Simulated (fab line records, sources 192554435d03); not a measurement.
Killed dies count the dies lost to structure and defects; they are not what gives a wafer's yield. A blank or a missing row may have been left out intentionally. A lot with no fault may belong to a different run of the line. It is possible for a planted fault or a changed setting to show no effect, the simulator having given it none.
fab line records | flow n5Finfet
record: lots: 9 | wafers: 27 | lastDay: 18
route steps=1938 shown BEOL_M1@791 BEOL_M4@1111
lots untouched by any fault: they come from a run of this same line in which no faults occurred
startH: the number of hours between the record's first day and the start of the first shown wafer of the lot | waitH: time in hours since the lot's previous step | " as in the row above | L1.1+2: several wafers, shown together as one row | - no value, or no start was given | * or withheld: withheld | < > ~ a bound
route shown NAME@n: NAME is a module with steps in the file, n the number in the route of the first one | usual: mean/standard deviation of fault-free wafers | same: alike in all rows | chamber/n: place in a boat | sites: readings site by site | _std_site: the standard deviation of these | _edge_site: the outer-site mean with the inner-site mean subtracted | radiusMm: how far each site lies from the wafer's centre | mask NAME#n: copy n | behind: the tool/chamber that last shaped the wafer | hold: why the lot went on hold/how many hours it stayed there/how the hold came to an end | device: the n, p or np transistor that did not switch | end of line: at the end of the route, the tests of the same wafers | a step with no rows: only its recipe | killed: dies lost to structure and defects at the first sort, not the wafer's yield | map: shows each die of a wafer: x if killed, . if not, _ if none is there
set.NAME: the setting as run; set.NAME@STEP: as run at that earlier step | model.NAME: the simulator's own value behind a step, which no gauge read
one table for each step of the route and one row for each wafer, over a sample of lots
services: the hour from which a tool's chamber was out of use, counted from the record's first day as startH (under 0 if before that day), plus the number of hours and why
== steps ==
step: N5_BEOL_M1_ETCH_69
recipe: chemistry: CF4 | target: SiARC | targetDepthA: 156 | maskMaterial: CAR-EUV | timeS: 26 | ionEnergyEv: 80 | pressureMtorr: 40 | sourceW: 545 | biasW: 36 | Ar_flow_sccm: 100 | cf4FlowSccm: 100 | ends: cleared
usual: drypumpMotorCurrentA: 5.6/0.46 | etchRfOnTimeS: 25.9/0.62 | oesProductAu: 0.69/0.083 | rfVppV: 184.2/1.3 | showerheadPlenumPTorr: 2.15/0.085 | throttleValvePct: 15.69/0.16
lot.wafer | tool       | chamber | startH | waitH | drypumpMotorCurrentA | etchRfOnTimeS | oesProductAu | rfHoursCounterH | rfVppV | showerheadPlenumPTorr | throttleValvePct
L377.1    | rieDiel-04 | 1       | 137.91 | 0.0   | 5.2                  | 26.6          | 0.60         | 209             | 183.7  | 2.11                  | 15.73
L377.2    | "          | 2       | "      | "     | 6.1                  | 25.2          | 0.77         | 24              | 185.2  | 2.28                  | 15.80
L377.6    | "          | 2       | "      | "     | 6.2                  | 25.3          | 0.77         | -               | 185.0  | 2.28                  | 15.80
L378.4    | rieDiel-04 | 0       | 142.49 | 0.0   | 4.8                  | 26.4          | 0.58         | -               | 183.5  | 2.02                  | 15.86
L378.5    | "          | 1       | "      | "     | 5.1                  | 26.5          | 0.60         | -               | 182.9  | 2.11                  | 15.73
L378.6    | "          | 2       | "      | "     | 6.2                  | 25.4          | 0.76         | -               | 185.0  | 2.28                  | 15.81
L382.2    | rieDiel-05 | 0       | 171.33 | 0.0   | 5.4                  | 25.9          | 0.59         | 222             | 183.8  | 2.03                  | 15.75
L382.5    | "          | 3       | "      | "     | 5.9                  | 25.8          | 0.74         | -               | 184.5  | 2.26                  | 15.39
L382.6    | "          | 0       | "      | "     | 5.4                  | 25.9          | 0.59         | -               | 182.2  | 2.03                  | 15.76
L383.1    | rieDiel-04 | 3       | 171.97 | 0.0   | 6.2                  | 26.2          | 0.67         | 117             | 182.3  | 2.07                  | 15.79
L383.4    | "          | 0       | "      | "     | 4.8                  | 25.5          | 0.82         | 2               | 186.6  | 2.27                  | 15.35
L383.5    | "          | 2       | "      | "     | 6.1                  | 25.7          | 0.74         | -               | 187.0  | 2.27                  | 15.82
L386.2    | rieDiel-04 | 1       | 190.10 | 0.0   | 5.2                  | 27.1          | 0.58         | 226             | 183.3  | 2.11                  | 15.75
L386.3    | "          | 2       | "      | "     | 6.2                  | 25.9          | 0.73         | 41              | 186.5  | 2.27                  | 15.83
L386.5    | "          | 1       | "      | "     | 5.2                  | 27.1          | 0.59         | -               | 183.1  | 2.11                  | 15.76
L388.1    | rieDiel-02 | 0       | 205.80 | 0.0   | 5.7                  | 26.0          | 0.61         | 195             | 184.2  | 2.12                  | 15.86
L388.5    | "          | 2       | "      | "     | 5.9                  | 26.0          | 0.74         | -               | 187.1  | 2.26                  | 15.47
L388.6    | "          | 3       | "      | "     | 5.7                  | 25.3          | 0.78         | -               | 183.4  | 2.09                  | 15.50
L394.1    | rieDiel-05 | 2       | 235.87 | 0.0   | 5.5                  | 25.7          | 0.69         | 100             | 183.3  | 2.08                  | 15.67
L394.4    | "          | 1       | "      | "     | 6.3                  | 27.0          | 0.58         | 208             | 184.5  | 2.12                  | 15.87
L394.6    | "          | 0       | "      | "     | 5.4                  | 25.6          | 0.59         | -               | 181.1  | 2.02                  | 15.79
L395.1    | rieDiel-04 | 1       | 240.43 | 0.0   | 5.2                  | 26.8          | 0.58         | 243             | 183.9  | 2.10                  | 15.78
L395.2    | "          | 2       | "      | "     | 6.1                  | 26.0          | 0.72         | 57              | 185.1  | 2.27                  | 15.88
L395.4    | "          | 3       | "      | "     | 6.2                  | 26.1          | 0.66         | 140             | 183.8  | 2.06                  | 15.84
L399.2    | rieDiel-05 | 2       | 262.64 | 0.0   | 5.5                  | 26.1          | 0.66         | 111             | 183.1  | 2.07                  | 15.70
L399.3    | "          | 0       | "      | "     | 5.4                  | 26.3          | 0.58         | 247             | 183.2  | 2.02                  | 15.82
L399.5    | "          | 2       | "      | "     | 5.5                  | 26.1          | 0.67         | -               | 183.8  | 2.07                  | 15.71
step: N5_BEOL_M1_ALD_98
recipe: material: SiO2 | targetThkA: 25 | tempC: 100 | aldPrecursorFamily: BDEAS | aldCoReactant: O2-plasma | pulseTimeS: 1 | coReactantPulseTimeS: 1 | purgeTimeS: 2 | coReactantPurgeTimeS: 2 | aldCycles: 17 | pressureTorr: 2
usual: heaterPowerW: 78/7.7 | precursorPulseHeightRel: 1.000/0.021 | susceptorTempC: 100.00/0.13
same: pulseTimeS: 1
lot.wafer | tool      | chamber | startH | waitH | heaterPowerW | precursorPulseHeightRel | susceptorTempC
L377.1    | aldSin-03 | 3       | 138.21 | 0.3   | 70           | 1.001                   | 99.87
L377.2    | "         | 2       | "      | "     | 77           | 0.989                   | 100.04
L377.6    | "         | 2       | "      | "     | 77           | 1.019                   | 100.20
L378.4    | aldSin-02 | 2       | 142.55 | 0.0   | 83           | 1.030                   | 100.00
L378.5    | "         | 1       | "      | "     | 75           | 1.001                   | 100.04
L378.6    | "         | 2       | "      | "     | 86           | 0.971                   | 99.97
L382.2    | aldSin-04 | 2       | 171.60 | 0.2   | 78           | 0.988                   | 99.75
L382.5    | "         | 1       | "      | "     | 78           | 0.982                   | 99.70
L382.6    | "         | 2       | "      | "     | 78           | 0.997                   | 99.98
L383.1    | aldSin-03 | 1       | 173.16 | 1.2   | 74           | 1.019                   | 100.14
L383.4    | "         | 0       | "      | "     | 70           | 0.993                   | 100.25
L383.5    | "         | 1       | "      | "     | 76           | 0.993                   | 100.27
L386.2    | aldSin-02 | 2       | 190.62 | 0.5   | 86           | 1.028                   | 99.73
L386.3    | "         | 1       | "      | "     | 65           | 0.972                   | 93.07
L386.5    | "         | 1       | "      | "     | 65           | 1.030                   | 93.33
L388.1    | aldSin-02 | 3       | 205.90 | 0.1   | 89           | 0.994                   | 99.87
L388.5    | "         | 1       | "      | "     | 65           | 0.993                   | 93.15
L388.6    | "         | 0       | "      | "     | 89           | 0.972                   | 99.99
L394.1    | aldSin-03 | 3       | 235.97 | 0.1   | 68           | 1.032                   | 100.03
L394.4    | "         | 2       | "      | "     | 82           | 0.992                   | 100.08
L394.6    | "         | 3       | "      | "     | 68           | 0.980                   | 99.92
L395.1    | aldSin-03 | 3       | 240.51 | 0.1   | 67           | 1.013                   | 99.96
L395.2    | "         | 2       | "      | "     | 81           | 1.003                   | 100.14
L395.4    | "         | 1       | "      | "     | 72           | 1.021                   | 99.89
L399.2    | aldSin-03 | 2       | 262.72 | 0.1   | 80           | 0.972                   | 99.97
L399.3    | "         | 0       | "      | "     | 70           | 1.021                   | 100.14
L399.5    | "         | 0       | "      | "     | 70           | 0.975                   | 100.28
step: N5_BEOL_M1_VIA_ETCH_34
recipe: chemistry: C4F6/O2 | targetDepthA: 678 | maskMaterial: SOC | pressureMtorr: 15 | ionEnergyEv: 250 | taperDeg: 4 | timeS: 64.4 | sourceW: 350 | biasW: 170 | Ar_flow_sccm: 300 | C4F6_flow_sccm: 10 | O2_flow_sccm: 10
usual: drypumpMotorCurrentA: 5.6/0.47 | oes_o_777_au: 0.81/0.092 | oesProductAu: 0.82/0.096 | rfVppV: 671/8.9 | showerheadPlenumPTorr: 2.86/0.11 | throttleValvePct: 30.86/0.25
lot.wafer | tool       | chamber | startH | waitH | drypumpMotorCurrentA | oes_o_777_au | oesProductAu | rfHoursCounterH | rfVppV | showerheadPlenumPTorr | throttleValvePct
L377.1    | rieDiel-02 | 2       | 139.88 | 0.0   | 5.8                  | 0.90         | 0.90         | 21              | 678    | 2.99                  | 30.46
L377.2    | "          | 3       | "      | "     | 5.7                  | 0.97         | 0.97         | 8               | 669    | 2.79                  | 30.84
L377.6    | "          | 3       | "      | "     | 5.7                  | 0.98         | 0.97         | -               | 668    | 2.79                  | 30.83
L378.4    | rieDiel-04 | 2       | 143.76 | 0.0   | 6.1                  | 0.85         | 0.88         | -               | 688    | 3.01                  | 31.01
L378.5    | "          | 1       | "      | "     | 5.2                  | 0.69         | 0.72         | -               | 661    | 2.82                  | 30.74
L378.6    | "          | 0       | "      | "     | 4.8                  | 0.67         | 0.68         | -               | 662    | 2.68                  | 30.82
L382.2    | rieDiel-04 | 0       | 174.80 | 0.0   | 4.8                  | 0.94         | 0.95         | 2               | 674    | 3.02                  | 30.46
L382.5    | "          | 1       | "      | "     | 5.2                  | 0.68         | 0.70         | -               | 661    | 2.81                  | 30.71
L382.6    | "          | 0       | "      | "     | 4.8                  | 0.94         | 0.95         | -               | 674    | 3.02                  | 30.45
L383.1    | rieDiel-04 | 0       | 175.53 | 0.0   | 4.8                  | 0.93         | 0.96         | 3               | 672    | 3.02                  | 30.46
L383.4    | "          | 1       | "      | "     | 5.2                  | 0.68         | 0.69         | 222             | 660    | 2.81                  | 30.73
L383.5    | "          | 2       | "      | "     | 6.2                  | 0.83         | 0.87         | -               | 685    | 3.01                  | 31.04
L386.2    | rieDiel-02 | 3       | 198.96 | 0.0   | 5.7                  | 0.92         | 0.92         | 26              | 669    | 2.78                  | 30.85
L386.3    | "          | 0       | "      | "     | 5.7                  | 0.73         | 0.72         | 193             | 675    | 2.83                  | 30.90
L386.5    | "          | 0       | "      | "     | 5.7                  | 0.73         | 0.72         | -               | 674    | 2.83                  | 30.92
L388.1    | rieDiel-05 | 2       | 207.40 | 0.0   | 5.5                  | 0.78         | 0.81         | 95              | 657    | 2.76                  | 31.02
L388.5    | "          | 3       | "      | "     | 5.9                  | 0.84         | 0.86         | -               | 668    | 3.00                  | 30.66
L388.6    | "          | 2       | "      | "     | 5.5                  | 0.79         | 0.81         | -               | 657    | 2.76                  | 31.02
L394.1    | rieDiel-02 | 1       | 239.62 | 0.0   | 5.1                  | 0.89         | 0.91         | 28              | 673    | 2.80                  | 31.10
L394.4    | "          | 0       | "      | "     | 5.7                  | 0.72         | 0.71         | 207             | 674    | 2.82                  | 30.91
L394.6    | "          | 2       | "      | "     | 5.8                  | 0.85         | 0.86         | -               | 679    | 2.97                  | 30.50
L395.1    | rieDiel-04 | 1       | 242.79 | 0.0   | 5.2                  | 0.67         | 0.68         | 244             | 660    | 2.80                  | 30.75
L395.2    | "          | 0       | "      | "     | 4.8                  | 0.88         | 0.89         | 26              | 671    | 3.01                  | 30.49
L395.4    | "          | 2       | "      | "     | 6.2                  | 0.80         | 0.84         | 57              | 685    | 3.00                  | 31.05
L399.2    | rieDiel-05 | 0       | 263.01 | 0.0   | 5.4                  | 0.66         | 0.68         | 247             | 686    | 2.67                  | 30.62
L399.3    | "          | 3       | "      | "     | 5.9                  | 0.82         | 0.84         | 66              | 667    | 2.99                  | 30.67
L399.5    | "          | 3       | "      | "     | 5.9                  | 0.82         | 0.84         | -               | 667    | 2.99                  | 30.67
step: N5_BEOL_M1_STRIP_97
recipe: chemistry: N2/H2 | timeS: 10 | powerW: 450 | tempC: 40 | pressureMtorr: 20 | rfFrequencyHz: 6e+07 | biasPowerW: 7 | n2FlowSccm: 200 | h2FlowSccm: 200
usual: drypumpMotorCurrentA: 5.6/0.47 | oesProductAu: 0.82/0.091 | rfVppV: 59.1/0.91 | showerheadPlenumPTorr: 2.56/0.1 | throttleValvePct: 23.82/0.28
lot.wafer | tool       | chamber | startH | waitH | drypumpMotorCurrentA | oesProductAu | rfHoursCounterH | rfVppV | showerheadPlenumPTorr | throttleValvePct
L377.1    | rieDiel-02 | 2       | -      | -     | 5.9                  | 0.88         | 22              | 58.1   | 2.71                  | 23.79
L377.2    | "          | 3       | "      | "     | 5.7                  | 0.97         | 9               | 58.6   | 2.51                  | 24.02
L377.6    | "          | 3       | "      | "     | 5.7                  | 0.97         | -               | 59.9   | 2.51                  | 24.02
L378.4    | rieDiel-04 | 2       | -      | -     | 6.2                  | 0.89         | -               | 58.4   | 2.70                  | 23.86
L378.5    | "          | 1       | "      | "     | 5.2                  | 0.72         | -               | 58.0   | 2.51                  | 23.40
L378.6    | "          | 0       | "      | "     | 4.8                  | 0.68         | -               | 59.0   | 2.40                  | 23.72
L382.2    | rieDiel-04 | 0       | -      | -     | 4.8                  | 0.95         | 3               | 58.8   | 2.72                  | 23.31
L382.5    | "          | 1       | "      | "     | 5.2                  | 0.71         | -               | 60.7   | 2.50                  | 23.42
L382.6    | "          | 0       | "      | "     | 4.8                  | 0.95         | -               | 58.9   | 2.72                  | 23.30
L383.1    | rieDiel-04 | 0       | -      | -     | 4.8                  | 0.94         | 3               | 58.4   | 2.72                  | 23.33
L383.4    | "          | 1       | "      | "     | 5.2                  | 0.71         | 222             | 60.1   | 2.50                  | 23.42
L383.5    | "          | 2       | "      | "     | 6.2                  | 0.85         | -               | 59.0   | 2.69                  | 23.85
L386.2    | rieDiel-02 | 3       | -      | -     | 5.7                  | 0.94         | 26              | 59.7   | 2.50                  | 24.05
L386.3    | "          | 0       | "      | "     | 5.8                  | 0.71         | 193             | 59.3   | 2.53                  | 23.80
L386.5    | "          | 0       | "      | "     | 5.8                  | 0.71         | -               | 59.3   | 2.53                  | 23.79
L388.1    | rieDiel-05 | 2       | -      | -     | 5.5                  | 0.81         | 95              | 58.3   | 2.46                  | 23.76
L388.5    | "          | 3       | "      | "     | 5.9                  | 0.86         | -               | 58.9   | 2.70                  | 23.57
L388.6    | "          | 2       | "      | "     | 5.5                  | 0.81         | -               | 59.4   | 2.46                  | 23.77
L394.1    | rieDiel-02 | 1       | -      | -     | 5.1                  | 0.91         | 28              | 57.6   | 2.48                  | 23.83
L394.4    | "          | 0       | "      | "     | 5.8                  | 0.71         | 207             | 59.3   | 2.52                  | 23.81
L394.6    | "          | 2       | "      | "     | 5.9                  | 0.86         | -               | 61.3   | 2.69                  | 23.85
L395.1    | rieDiel-04 | 1       | -      | -     | 5.2                  | 0.69         | 244             | 58.8   | 2.49                  | 23.44
L395.2    | "          | 0       | "      | "     | 4.8                  | 0.88         | 26              | 58.9   | 2.71                  | 23.36
L395.4    | "          | 2       | "      | "     | 6.1                  | 0.83         | 57              | 59.5   | 2.68                  | 23.91
L399.2    | rieDiel-05 | 0       | -      | -     | 5.4                  | 0.68         | 247             | 59.2   | 2.41                  | 24.14
L399.3    | "          | 3       | "      | "     | 5.9                  | 0.84         | 66              | 60.7   | 2.69                  | 23.62
L399.5    | "          | 3       | "      | "     | 5.9                  | 0.84         | -               | 58.7   | 2.69                  | 23.59
step: N5_BEOL_M4_RC_MEAS_101
usual: DIBL_N: 36.4/1.6 | DIBL_P: 36.2/1.8 | IOFF_N: 0.159/0.029 | IOFF_P: 0.21/0.034 | ION_N: 670/12 | ION_P: 459/8.2 | SS_N: 71.5/0.59 | SS_P: 73.2/0.54 | VT_N: 250/3.3 | VT_P: -250/3.7
lot.wafer | tool      | chamber | startH | waitH | DIBL_N[mV/V] | DIBL_P[mV/V] | IOFF_N[nA/um] | IOFF_P[nA/um] | ION_N[uA/um] | ION_P[uA/um] | SS_N[mV/dec] | SS_P[mV/dec] | VT_N[mV] | VT_P[mV]
L377.1    | prober-02 | 0       | 185.72 | 0.0   | 34.2         | 33.1         | 0.127         | 0.17          | 658          | 450          | 71.2         | 73.0         | 253      | -252
L377.2    | "         | 0       | "      | "     | 34.8         | 34.2         | 0.133         | 0.19          | 660          | 454          | 70.8         | 73.5         | 252      | -252
L377.6    | "         | 0       | "      | "     | 36.8         | 35.6         | 0.163         | 0.21          | 668          | 462          | 72.0         | 72.5         | 252      | -250
L378.4    | prober-02 | 0       | 204.10 | 0.5   | 34.8         | 33.3         | 0.133         | 0.20          | 674          | 465          | 70.2         | 73.3         | 252      | -249
L378.5    | "         | 0       | "      | "     | 37.0         | 35.7         | 0.170         | 0.24          | 685          | 464          | 71.5         | 72.6         | 248      | -247
L378.6    | "         | 0       | "      | "     | 36.3         | 34.5         | 0.144         | 0.22          | 658          | 459          | 71.6         | 73.3         | 252      | -247
L382.2    | prober-01 | 0       | 216.72 | 0.2   | 35.7         | 36.0         | 0.152         | 0.24          | 668          | 469          | 71.6         | 73.0         | 248      | -247
L382.5    | "         | 0       | "      | "     | 37.6         | 38.7         | 0.200         | 0.28          | 680          | 470          | 71.9         | 73.7         | 246      | -248
L382.6    | "         | 0       | "      | "     | 37.2         | 38.2         | 0.187         | 0.27          | 688          | 472          | 72.0         | 74.3         | 244      | -246
L383.1    | prober-01 | 0       | 243.95 | 0.0   | 35.2         | 33.9         | 0.121         | 0.16          | 656          | 441          | 71.2         | 73.0         | 254      | -259
L383.4    | "         | 0       | "      | "     | 35.8         | 34.4         | 0.130         | 0.16          | 657          | 441          | 71.6         | 72.5         | 257      | -258
L383.5    | "         | 0       | "      | "     | 37.1         | 36.6         | 0.148         | 0.19          | 664          | 452          | 71.6         | 73.4         | 252      | -256
L386.2    | prober-02 | 0       | 251.78 | 0.2   | 37.8         | 38.0         | 0.182         | 0.23          | 673          | 463          | 71.8         | 73.8         | 250      | -252
L386.3    | "         | 0       | "      | "     | 37.7         | 36.4         | 0.181         | 0.19          | 684          | 456          | 72.6         | 73.7         | 249      | -254
L386.5    | "         | 0       | "      | "     | 35.8         | 34.1         | 0.142         | 0.16          | 659          | 445          | 71.4         | 72.9         | 253      | -255
L388.1    | prober-01 | 0       | 272.43 | 0.0   | 36.2         | 35.0         | 0.141         | 0.21          | 664          | 462          | 71.5         | 73.0         | 252      | -249
L388.5    | "         | 0       | "      | "     | 36.7         | 34.4         | 0.149         | 0.19          | 656          | 459          | 71.7         | 72.9         | 253      | -251
L388.6    | "         | 0       | "      | "     | 35.9         | 33.1         | 0.131         | 0.19          | 669          | 460          | 70.6         | 72.8         | 250      | -251
L394.1    | prober-01 | 0       | 290.31 | 0.0   | 38.3         | 39.3         | 0.193         | 0.27          | 676          | 464          | 72.3         | 73.4         | 247      | -246
L394.4    | "         | 0       | "      | "     | 35.2         | 37.0         | 0.148         | 0.23          | 677          | 467          | 70.9         | 73.4         | 249      | -246
L394.6    | "         | 0       | "      | "     | 37.8         | 40.3         | 0.189         | 0.29          | 679          | 473          | 72.2         | 74.0         | 245      | -243
L395.1    | prober-02 | 0       | 293.77 | 0.0   | 39.8         | 38.1         | 0.211         | 0.25          | 673          | 456          | 72.7         | 74.5         | 243      | -251
L395.2    | "         | 0       | "      | "     | 34.7         | 34.4         | 0.128         | 0.20          | 667          | 459          | 70.1         | 72.9         | 251      | -249
L395.4    | "         | 0       | "      | "     | 37.9         | 36.6         | 0.181         | 0.24          | 677          | 458          | 72.7         | 73.4         | 246      | -248
L399.2    | prober-02 | 0       | 335.34 | 0.2   | 37.0         | 37.7         | 0.179         | 0.27          | 671          | 468          | 72.1         | 73.9         | 248      | -245
L399.3    | "         | 0       | "      | "     | 32.8         | 33.8         | 0.114         | 0.20          | 657          | 466          | 70.8         | 72.3         | 255      | -246
L399.5    | "         | 0       | "      | "     | 32.9         | 34.5         | 0.119         | 0.23          | 660          | 464          | 70.8         | 73.0         | 249      | -247
== services ==
tool       | chamber | startH | hours | kind
aldSin-03  | 1       | 117.65 | 21.3  | repair
rieDiel-02 | 1       | 126.64 | -     | clean
rieDiel-02 | 1       | 126.64 | -     | consumableReplace:focusRing
rieDiel-02 | 1       | 126.64 | 20.7  | scheduledDown
rieDiel-02 | 1       | 126.64 | 20.7  | ventCycle
rieDiel-04 | 3       | 138.80 | 6.5   | repair
rieDiel-04 | 0       | 145.27 | -     | clean
rieDiel-04 | 0       | 145.27 | -     | consumableReplace:focusRing
rieDiel-04 | 0       | 145.27 | -     | consumableReplace:showerhead
rieDiel-04 | 0       | 145.27 | 22.0  | scheduledDown
rieDiel-04 | 0       | 145.27 | 22.0  | ventCycle
rieDiel-02 | 2       | 146.85 | 7.3   | repair
aldSin-02  | 0       | 148.67 | 4.0   | repair
aldSin-04  | 3       | 162.91 | 8.3   | repair
rieDiel-02 | -       | 174.45 | 5.9   | repair
aldSin-03  | -       | 177.52 | 14.0  | pm
aldSin-03  | 0       | 177.52 | 14.0  | ventCycle
aldSin-03  | 1       | 177.52 | 14.0  | ventCycle
rieDiel-05 | -       | 207.71 | 14.6  | pm
aldSin-03  | 0       | 209.43 | 8.8   | repair
aldSin-04  | 0       | 230.11 | 12.6  | repair
rieDiel-05 | 1       | 238.66 | 19.1  | repair
rieDiel-02 | 3       | 253.47 | 2.3   | repair
aldSin-04  | 2       | 261.90 | 2.8   | repair
== key ==
firstSign: step: N5_BEOL_M1_ALD_98 | reading: susceptorTempC | direction: down | sigmas: 54 | usual: * | struck: *
effect none on later readings
metAt N5_BEOL_M1_ALD_98
struckLots L386,L388
struckWafers L386.3,L386.5,L388.5
notActingAt N5_BEOL_M1_ETCH_69,N5_BEOL_M1_VIA_ETCH_34,N5_BEOL_M1_STRIP_97
onsetBetween 142.55 190.62
fault: kind: processParameterDrift | tool: aldSin-02 | chamber: 1 | onsetH: 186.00 | steps: N5_BEOL_M1_ALD_98 | channel: tempC | offset: * | shape: step | endH: 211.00 | actsIn: * | stated: *
